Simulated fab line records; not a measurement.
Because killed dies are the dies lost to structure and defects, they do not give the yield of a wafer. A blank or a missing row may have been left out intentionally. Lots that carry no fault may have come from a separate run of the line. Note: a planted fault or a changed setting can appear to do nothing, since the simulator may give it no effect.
Chamber matching ; flow n5_finfet ; N5_MIM_BOT_LITHO_DESCUM_10 on rie_diel-01: 4 sister chambers
The step chemistry O2, time 7.9 s. 16 wafers are shown with their chamber, then 8 later ones without.

WAFERS PAIRED WITH THEIR CHAMBERS
wafer;chamber;drypump_motor_current_A (A);showerhead_plenum_p_Torr (Torr);throttle_valve_pct (%)
L873.1;1;5.6;2.19;20.20
L873.2;3;6.2;2.18;20.48
L873.5;2;5.0;2.14;20.40
L874.2;3;6.2;2.18;20.47
L874.4;2;5.0;2.14;20.39
L874.5;3;6.2;2.18;20.46
L876.1;3;6.2;2.17;20.48
L876.4;0;5.6;1.98;20.67
L876.5;2;5.1;2.14;20.39
L882.1;2;5.0;2.14;20.40
L882.3;1;5.6;2.18;20.23
L882.6;0;5.6;1.97;20.66
L878.2;0;5.6;1.97;20.67
L878.5;2;5.0;2.14;20.41
L878.6;3;6.2;2.17;20.49
L879.1;3;6.2;2.17;20.48

SIGNATURES, as means of the wafers listed above
reading;chamber 0;chamber 1;chamber 2;chamber 3;scatter within a chamber
drypump_motor_current_A;5.600;5.600;5.020;6.200;0.0258
showerhead_plenum_p_Torr;1.9733;2.1850;2.1400;2.1750;0.00471
throttle_valve_pct;20.6667;20.2150;20.3980;20.4767;0.0105
Rule: a wafer's distance from a chamber is the root of the sum, over the readings, of the square of ((its reading less the chamber's mean) divided by the reading's scatter). If the next closest chamber is less than 2 further off than the closest, the wafer can't be placed; otherwise it belongs to the closest. How the scatter is found: for the shown wafers, subtract from each reading the mean of its chamber, square and add these, divide the total by (wafers less chambers), then take the root.

WAFERS MISSING THEIR CHAMBER
wafer;drypump_motor_current_A (A);showerhead_plenum_p_Torr (Torr);throttle_valve_pct (%)
L879.2;5.7;1.97;20.67
L879.3;5.0;2.14;20.41
L888.1;5.1;2.13;20.43
L888.2;6.2;2.17;20.53
L888.3;5.6;2.18;20.27
L895.1;6.2;2.16;20.54
L895.3;5.6;1.96;20.32
L895.6;6.2;2.16;20.55

CHAMBER TAKEN BY EACH
wafer;from the rows above;in truth
L879.2;0;0
L879.3;2;2
L888.1;2;2
L888.2;3;3
L888.3;1;1
L895.1;3;3
L895.3;0;0
L895.6;3;3
Correct placement for 8 of the 8. From these rows, 0 cannot be placed. Wrongly placed: 0.
